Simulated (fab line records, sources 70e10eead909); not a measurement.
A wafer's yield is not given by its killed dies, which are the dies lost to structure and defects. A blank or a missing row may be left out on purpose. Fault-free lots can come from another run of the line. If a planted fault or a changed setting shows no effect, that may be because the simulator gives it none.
Chamber matching | flow nandHarc | NHARC_P_M1_PRE_CLEAN_32 on pecvd-02: 3 sister chambers
The step time 12 s. 3 wafers are shown with their chamber, then 7 later ones without.

WAFERS, EACH WITH ITS CHAMBER
wafer  | chamber | heaterPowerOuterW (W)
L089.4 | 1       | 463
L090.3 | 2       | 396
L090.4 | 0       | 371

WAFERS WITHOUT THEIR CHAMBER
wafer  | heaterPowerOuterW (W)
L090.6 | 403
L093.2 | 317
L093.3 | 496
L093.5 | 395
L095.2 | 455
L095.5 | 387
L095.6 | 394

WHICH CHAMBER EACH WENT THROUGH
wafer  | from the rows above     | in truth
L090.6 | can't be placed: 2 or 0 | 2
L093.2 | can't be placed: 0 or 2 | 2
L093.3 | 1                       | 1
L093.5 | can't be placed: 2 or 0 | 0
L095.2 | 1                       | 1
L095.5 | can't be placed: 2 or 0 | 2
L095.6 | can't be placed: 2 or 0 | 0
Placed correctly: 2 of 7. These rows do not allow placing 5 (true chamber among the candidates in 5). Number placed wrongly: 0.
How it was worked out, from the rows above alone: a wafer's distance from a chamber is the root of the sum, over the readings, of the square of ((its reading less the chamber's mean) divided by the reading's scatter). If the next closest chamber is less than 2 further off than the closest, the wafer can't be placed; otherwise it belongs to the closest. For every chamber, the mean is computed from those of its wafers that are shown. The scatter: with one shown wafer a chamber, the root of the mean of the squares of how far each hidden wafer lies from its nearest shown one.
